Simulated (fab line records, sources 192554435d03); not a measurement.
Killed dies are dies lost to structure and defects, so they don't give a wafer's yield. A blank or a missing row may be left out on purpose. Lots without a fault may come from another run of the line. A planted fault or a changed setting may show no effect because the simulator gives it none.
Split-lot experiment | flow n5_finfet | 7 lots, 21 wafers read, on a route of 1938 steps

THE SPLIT
At N5_BEOL_M3_ETCH_70 (etches SOC in N2/H2, target depth 80 nm, overetch 16 nm, time 120 s), the setting source_w was moved away from the recipe's 840 W on 5 of the 21 wafers read, by -15.2% to +12.1%. The other wafers ran this setting at the recipe's value.

The reading is taken at the split's own step.

THE READING
rf_vpp_V, in V, at N5_BEOL_M3_ETCH_70 (etches SOC in N2/H2, target depth 80 nm, overetch 16 nm, time 120 s). Fault-free wafers of this fab line usually give 524.7 V, standard deviation 2.3 V.

wafer  | tool, chamber at the split | source_w as run, W | against the recipe | rf_vpp_V, V | against lot-mates on the recipe
L079.2 | rie_diel-05, 3             | 840                | recipe             | 522.0       | -
L079.4 | rie_diel-05, 1             | 941.5              | +12.1%             | 504.6       | -19.8
L079.5 | rie_diel-05, 0             | 840                | recipe             | 526.7       | -
L083.1 | rie_diel-02, 0             | 840                | recipe             | 522.5       | -
L083.3 | rie_diel-02, 1             | 712.2              | -15.2%             | 556.1       | +33.5
L083.5 | rie_diel-02, 0             | 840                | recipe             | 522.7       | -
L084.4 | rie_diel-02, 3             | 840                | recipe             | 527.9       | -
L084.5 | rie_diel-02, 1             | 840                | recipe             | 525.6       | -
L084.6 | rie_diel-02, 0             | 840                | recipe             | 524.5       | -
L088.4 | rie_diel-04, 0             | 840                | recipe             | 527.3       | -
L088.5 | rie_diel-04, 1             | 840                | recipe             | 519.1       | -
L088.6 | rie_diel-04, 2             | 840                | recipe             | 526.4       | -
L093.2 | rie_diel-05, 3             | 840                | recipe             | 520.5       | -
L093.5 | rie_diel-05, 3             | 840                | recipe             | 523.0       | -
L093.6 | rie_diel-05, 0             | 840                | recipe             | 526.1       | -
L095.2 | rie_diel-02, 0             | 840                | recipe             | 522.0       | -
L095.4 | rie_diel-02, 2             | 721.9              | -14.1%             | 549.1       | +24.9
L095.6 | rie_diel-02, 1             | 840                | recipe             | 526.4       | -
L097.1 | rie_diel-04, 3             | 840                | recipe             | 523.7       | -
L097.4 | rie_diel-04, 0             | 729.7              | -13.1%             | 553.2       | +29.5
L097.6 | rie_diel-04, 0             | 729.7              | -13.1%             | 551.8       | +28.1

THE FIT
A straight line over all 21 wafers: rf_vpp_V changes by -1.96 V for each +1% of source_w; r = -0.98; the points scatter about the line by 2.7 V.
The same after taking each lot's own level away (the mean of its wafers on the recipe; 21 wafers): -1.99 V for each +1%; r = -0.98; scatter 2.6 V.
On that fit, the largest move of source_w shifts the reading by 30 V.
The lots' own levels span 522.60 to 526.00 V, that is 1.5 times the standard deviation above.
So the lot-to-lot level changes the slope little: the two slopes agree.
Check: with one of the wafers moved furthest among these (-15.2%) left out of the fit, the line predicts +29.9 V for it against its lot-mates. It came out at +33.5 V against them.
Tool readings at the split's step, against how far the setting was moved: rf_vpp_V r = -0.98.

OTHER SPLITS ON THESE WAFERS
These wafers also went through other splits before the reading. Each is held against what the fit with the lots' levels taken away leaves over:
other split on the same wafers             | wafers away from the commonest value | r with rf_vpp_V (lot level and that fit taken away)
N5_BEOL_M0_SAQP_SPACER2_ETCHBACK_27 time_s | 6                                    | +0.58
N5_BEOL_M0_ETCH_128 source_w               | 7                                    | +0.08
N5_BEOL_M2_ETCH_70 source_w                | 7                                    | -0.22
N5_BEOL_M2_TRENCH_ETCH_37 bias_w           | 5                                    | -0.38
N5_BEOL_M3_EXPOSE_08 dose_mj               | 5                                    | +0.02

THE FILE'S OWN FIT
rf_vpp_V changes by -1.98 V for each +1% of source_w, r = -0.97.
